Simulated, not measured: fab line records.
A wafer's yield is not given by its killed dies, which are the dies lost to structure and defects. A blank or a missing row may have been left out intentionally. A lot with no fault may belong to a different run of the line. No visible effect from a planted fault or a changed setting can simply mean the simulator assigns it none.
Comparing a struck lot with a sound one ; flow nand harc ; 15 out of 1302 route steps
Sound: the wafers L444.2, L444.4, L444.6. Struck: wafer L448.2 (left out: L448.4, L448.5 of the same lot, which were not struck); the cause appears at the end.
Per side, at each step with rows, come the tool, then ch with its chambers, and then its first start. Under that, the readings that differ: sound wafers ; struck wafers ; difference of the means ; sigmas: that difference in standard deviations of wafers without a fault.
alike: same words and numbers on both sides, and readings whose means sit less than 2 such deviations apart. not compared: any withheld reading, any reading some wafer has no value for, any bound like >300 that may hide the same value, and any number with overlapping values for which the record gives no deviation.
Wherever a step has rows on one side only, a row that says differs or no value, or a row with sigmas, the two part there. Numbers that don't overlap but have no deviation are shown without sigmas and don't part them. A reading missing from all wafers of one side parts the sides only when that side holds two or more wafers.

NHARC_A_CHANNEL_HOLE_D2_STRIP_28: strips in O2.
  sound on rie diel-07 ch 1,2; struck on rie diel-09 ch 0
reading;sound;struck;difference;sigmas
mfc ar sccm (sccm);0.013 0 0;0.040;+0.036;+3
  alike: drypump motor current A, oes product au, rf vpp V, showerhead plenum p Torr, throttle valve pct
  not compared: rf hours counter h
then, 2 steps without rows for these wafers: NHARC_A_CHANNEL_HOLE_D2_PRECLEAN_29 (cleans in SC1); NHARC_A_CHANNEL_HOLE_D2_SRD_30.
NHARC_A_CHANNEL_HOLE_D2_CD_MEAS_31:
  sound on cd sem-01 at day 13 00:51; struck on cd sem-02 at day 15 02:29
  alike: cd nm
NHARC_A_CHANNEL_HOLE_D2_XSEM_32:
  sound on xsem-02 ch 0, day 13 00:56; struck on xsem-02 ch 0, day 15 02:34
  alike: bot cd nm, bow nm, tilt deg
NHARC_A_CHANNEL_HOLE_D2_INSPECT_40:
  sound on defect inspect-02 at day 13 01:02; struck on defect inspect-01 at day 15 02:40
  alike: raw defect count
then, 2 steps without rows for these wafers: NHARC_A_CHANNEL_FILL_D2_PRECLEAN_00 (cleans in SC1); NHARC_A_CHANNEL_FILL_D2_SRD_01.
NHARC_A_CHANNEL_FILL_D2_ALD_02: deposits SiO2, target thk 6 nm, pulse time 10 s, ald cycles 60.
  sound on ald hk-04 ch 0,1,2, day 13 01:14; struck on ald hk-02 ch 2, day 15 02:56
reading;sound;struck;difference;sigmas
heater power w (W);492 401 468;391;-63;-2
  alike: precursor pulse height rel
  not compared: ald cycles
NHARC_A_CHANNEL_FILL_D2_ALD_03: deposits SiNx, target thk 6 nm, pulse time 60 s, ald cycles 58.
  sound on ald sin batch-02 ch 0; struck on ald sin batch-01 ch 0
  alike: chamber pressure Torr, precursor pulse height rel
  not compared: ald cycles
NHARC_A_CHANNEL_FILL_D2_ALD_14: deposits SiO2, target thk 2.5 nm, pulse time 10 s, ald cycles 25.
  sound on ald hk-02 ch 0,3, day 13 07:35; struck on ald hk-03 ch 3, day 15 09:58
  alike: heater power w, precursor pulse height rel
  not compared: ald cycles
then, 1 step without rows for these wafers: NHARC_A_CHANNEL_FILL_D2_ALD_15 (deposits SiNx, target thk 2 nm, pulse time 60 s, ald cycles 19).
NHARC_A_CHANNEL_FILL_D2_ALD_16: deposits SiO2, target thk 1.5 nm, pulse time 10 s, ald cycles 15.
  sound on ald hk-03 ch 1,2, day 13 12:44; struck on ald hk-03 ch 1, day 15 16:01
reading;sound;struck;difference;sigmas
ald cycles;15 15 15;20;+5;
  alike: heater power w, precursor pulse height rel
then, 1 step without rows for these wafers: NHARC_A_CHANNEL_FILL_D2_ANNEAL_17 (time 1800 s).
-- the record jumps here: 10 days lie between the struck wafers' starts before and after (it left off in module A_CHANNEL_FILL_D2 and takes up again in module END, whose first step shown is number 1302 of the route) --
NHARC_END_SORT_01:
  sound on prober-01 ch 0, day 24 11:41; struck on prober-01 ch 0, day 25 23:29
  alike: killed at array, killed at other, killed at periphery, killed dies, killed open, killed short

## WHERE THEY PART
Earliest at NHARC_A_CHANNEL_HOLE_D2_STRIP_28; latest, in this record, at NHARC_A_CHANNEL_FILL_D2_ALD_02. Later steps at which nothing parts them and some readings are alike: NHARC_A_CHANNEL_FILL_D2_ALD_03, NHARC_A_CHANNEL_FILL_D2_ALD_14, NHARC_A_CHANNEL_FILL_D2_ALD_16, NHARC_END_SORT_01.

WHY: what the simulator had put in
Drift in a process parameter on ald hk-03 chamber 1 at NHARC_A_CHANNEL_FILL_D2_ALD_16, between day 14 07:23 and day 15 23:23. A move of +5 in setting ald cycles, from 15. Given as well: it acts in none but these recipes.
